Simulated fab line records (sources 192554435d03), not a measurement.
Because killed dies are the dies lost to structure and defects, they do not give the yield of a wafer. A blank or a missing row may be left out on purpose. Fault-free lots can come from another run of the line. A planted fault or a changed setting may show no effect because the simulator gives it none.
Chamber matching || flow n5-finfet || N5_HKMG_FIN_STRIP_57 on rie-diel-01: 4 sister chambers
The step strips in CF4. 14 wafers are shown with their chamber, then 7 later ones without.

== EACH WAFER AND ITS CHAMBER ==
{"wafer": "L077.2", "chamber": 2, "showerhead-plenum-p-Torr (Torr)": 1.79, "drypump-motor-current-A (A)": 5.5, "throttle-valve-pct (%)": 13.42}
{"wafer": "L077.3", "chamber": 0, "showerhead-plenum-p-Torr (Torr)": 1.88, "drypump-motor-current-A (A)": 6.2, "throttle-valve-pct (%)": 13.31}
{"wafer": "L077.6", "chamber": 0, "showerhead-plenum-p-Torr (Torr)": 1.88, "drypump-motor-current-A (A)": 6.2, "throttle-valve-pct (%)": 13.30}
{"wafer": "L078.1", "chamber": 1, "showerhead-plenum-p-Torr (Torr)": 1.80, "drypump-motor-current-A (A)": 6.0, "throttle-valve-pct (%)": 13.92}
{"wafer": "L078.4", "chamber": 3, "showerhead-plenum-p-Torr (Torr)": 1.79, "drypump-motor-current-A (A)": 6.4, "throttle-valve-pct (%)": 13.37}
{"wafer": "L078.6", "chamber": 3, "showerhead-plenum-p-Torr (Torr)": 1.79, "drypump-motor-current-A (A)": 6.4, "throttle-valve-pct (%)": 13.36}
{"wafer": "L087.1", "chamber": 1, "showerhead-plenum-p-Torr (Torr)": 1.80, "drypump-motor-current-A (A)": 5.9, "throttle-valve-pct (%)": 13.96}
{"wafer": "L087.2", "chamber": 3, "showerhead-plenum-p-Torr (Torr)": 1.79, "drypump-motor-current-A (A)": 6.4, "throttle-valve-pct (%)": 13.39}
{"wafer": "L087.6", "chamber": 0, "showerhead-plenum-p-Torr (Torr)": 1.88, "drypump-motor-current-A (A)": 6.2, "throttle-valve-pct (%)": 13.34}
{"wafer": "L089.1", "chamber": 0, "showerhead-plenum-p-Torr (Torr)": 1.88, "drypump-motor-current-A (A)": 6.2, "throttle-valve-pct (%)": 13.35}
{"wafer": "L089.2", "chamber": 1, "showerhead-plenum-p-Torr (Torr)": 1.80, "drypump-motor-current-A (A)": 5.9, "throttle-valve-pct (%)": 13.97}
{"wafer": "L089.5", "chamber": 0, "showerhead-plenum-p-Torr (Torr)": 1.87, "drypump-motor-current-A (A)": 6.2, "throttle-valve-pct (%)": 13.34}
{"wafer": "L094.1", "chamber": 1, "showerhead-plenum-p-Torr (Torr)": 1.80, "drypump-motor-current-A (A)": 5.9, "throttle-valve-pct (%)": 13.99}
{"wafer": "L094.3", "chamber": 2, "showerhead-plenum-p-Torr (Torr)": 1.78, "drypump-motor-current-A (A)": 5.6, "throttle-valve-pct (%)": 13.52}

SIGNATURES (means of the wafers above)
{"reading": "showerhead-plenum-p-Torr", "chamber 0": 1.8780, "chamber 1": 1.8000, "chamber 2": 1.7850, "chamber 3": 1.7900, "scatter within a chamber": 0.00361}
{"reading": "drypump-motor-current-A", "chamber 0": 6.200, "chamber 1": 5.925, "chamber 2": 5.550, "chamber 3": 6.400, "scatter within a chamber": 0.0354}
{"reading": "throttle-valve-pct", "chamber 0": 13.3280, "chamber 1": 13.9600, "chamber 2": 13.4700, "chamber 3": 13.3733, "scatter within a chamber": 0.0315}
Rule: distance of a wafer from a chamber = root of the sum over the readings of ((wafer's reading minus chamber's mean) / reading's scatter) squared. If the next closest chamber is less than 2 further off than the closest, the wafer can't be placed; otherwise it belongs to the closest. The scatter: the root of (the sum of the squares of (reading less its chamber's mean) over the shown wafers, divided by (wafers less chambers)).

== WAFERS WHOSE CHAMBER IS MISSING ==
{"wafer": "L094.4", "showerhead-plenum-p-Torr (Torr)": 1.78, "drypump-motor-current-A (A)": 6.4, "throttle-valve-pct (%)": 13.43}
{"wafer": "L095.1", "showerhead-plenum-p-Torr (Torr)": 1.78, "drypump-motor-current-A (A)": 6.4, "throttle-valve-pct (%)": 13.44}
{"wafer": "L095.3", "showerhead-plenum-p-Torr (Torr)": 1.87, "drypump-motor-current-A (A)": 6.2, "throttle-valve-pct (%)": 13.38}
{"wafer": "L095.6", "showerhead-plenum-p-Torr (Torr)": 1.79, "drypump-motor-current-A (A)": 5.9, "throttle-valve-pct (%)": 14.00}
{"wafer": "L096.1", "showerhead-plenum-p-Torr (Torr)": 1.78, "drypump-motor-current-A (A)": 5.5, "throttle-valve-pct (%)": 13.54}
{"wafer": "L096.5", "showerhead-plenum-p-Torr (Torr)": 1.79, "drypump-motor-current-A (A)": 5.9, "throttle-valve-pct (%)": 14.00}
{"wafer": "L096.6", "showerhead-plenum-p-Torr (Torr)": 1.78, "drypump-motor-current-A (A)": 5.6, "throttle-valve-pct (%)": 13.54}

== THE CHAMBER EACH PASSED THROUGH ==
{"wafer": "L094.4", "from the rows above": 3, "in truth": 3}
{"wafer": "L095.1", "from the rows above": 3, "in truth": 3}
{"wafer": "L095.3", "from the rows above": 0, "in truth": 0}
{"wafer": "L095.6", "from the rows above": 1, "in truth": 1}
{"wafer": "L096.1", "from the rows above": 2, "in truth": 2}
{"wafer": "L096.5", "from the rows above": 1, "in truth": 1}
{"wafer": "L096.6", "from the rows above": 2, "in truth": 2}
7 of 7 placed correctly. Number that these rows cannot place: 0. 0 placed wrongly.
